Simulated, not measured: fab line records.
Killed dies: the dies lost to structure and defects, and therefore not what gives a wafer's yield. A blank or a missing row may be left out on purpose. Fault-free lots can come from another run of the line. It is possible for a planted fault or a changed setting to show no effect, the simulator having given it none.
The same fault as seen by 2 desks ; flow n5-finfet ; each desk has only its own numbers; what lay behind them comes last

FROM THE METROLOGY DESK
Lot by lot, what the gauges showed, no matter which tool ran the lot: averages of those sampled wafers that carry a number. Marked OUT: a lot whose mean sits more than 4 standard deviations from the usual mean, which makes it out of limits; the brackets give that distance. It has 12 readings; the 7 that lie furthest out on some lot are the ones shown.
Columns: A = thk-nm at N5_FIN_SAQP_THK_MEAS_07, usual 60.0 nm; B = FIN_CORE_OVL at N5_FIN_SAQP_OVL_MEAS_17, usual -0.2 nm; C = ION_N at N5_BEOL_M4_RC_MEAS_101, usual 670 uA/um; D = ION_P at N5_BEOL_M4_RC_MEAS_101, usual 459 uA/um; E = SS_N at N5_BEOL_M4_RC_MEAS_101, usual 71.6 mV/dec; F = SS_P at N5_BEOL_M4_RC_MEAS_101, usual 73.3 mV/dec; G = VT_P at N5_BEOL_M4_RC_MEAS_101, usual -251 mV
lot;first seen here;A;B;C;D;E;F;G
L451;day 2 15:27;59.8;-1.1;667;459;71.6;72.4;-253
L452;day 2 21:54;61.2;-0.7;654;453;70.5;72.7;-250
L453;day 3 03:43;59.7;-0.5;669;455;71.5;73.2;-253
L461;day 5 05:47;60.3;-0.4;-;-;-;-;-
L462;day 5 09:38;59.6;0.2;-;-;-;-;-
L463;day 5 15:25;59.6;0.2;674;459;72.0;73.4;-249
L466;day 6 09:48;60.5;-0.7;663;466;71.4;73.5;-248
L467;day 6 15:52;59.5;-0.4;665;456;71.4;73.0;-253
L470;day 7 08:50;60.3;0.8;665;451;71.3;73.4;-255
L471;day 7 14:46;60.7;-0.1;688;472;71.9;73.7;-250
Finding of this desk: none of the 10 lots has anything out of limits.

THE TOOL OWNER'S DESK: vapor-etch-02
The tool's own readings at N5_FIN_SAQP_RECESS_75 (chemistry HF/NH3, target SiO2, target depth 14.4 nm, afs cycles 3, sublimation time 60 s): means of the sampled wafers that have a number, for each lot that ran on this tool. Marked OUT: a lot whose mean sits more than 4 standard deviations from the usual mean, which makes it out of limits; the brackets give that distance.
Columns: A = drypump-motor-current-A at N5_FIN_SAQP_RECESS_75, usual 5.83 A; B = sublimation-temp-c at N5_FIN_SAQP_RECESS_75, usual 180.02 C; C = temp-c at N5_FIN_SAQP_RECESS_75, usual 30.00 C
lot;first seen here;A;B;C
L452;day 2 23:48;5.74;179.89;30.09
L453;day 3 05:20;5.83;179.84;30.08
L463;day 5 16:35;5.74;180.00;30.05
L466;day 6 11:05;5.75;179.88;30.02
L467;day 6 17:09;5.74;179.96;29.94
L470;day 7 10:11;5.74;180.01;30.00
L471;day 7 16:05;5.78;180.16;30.05
Finding of this desk: none of the 7 lots has anything out of limits.

BROUGHT TOGETHER
From the metrology desk's view, nothing was out of limits.
The desk of the tool owner found nothing out of limits.

WHAT THE SIMULATOR HAD PUT IN
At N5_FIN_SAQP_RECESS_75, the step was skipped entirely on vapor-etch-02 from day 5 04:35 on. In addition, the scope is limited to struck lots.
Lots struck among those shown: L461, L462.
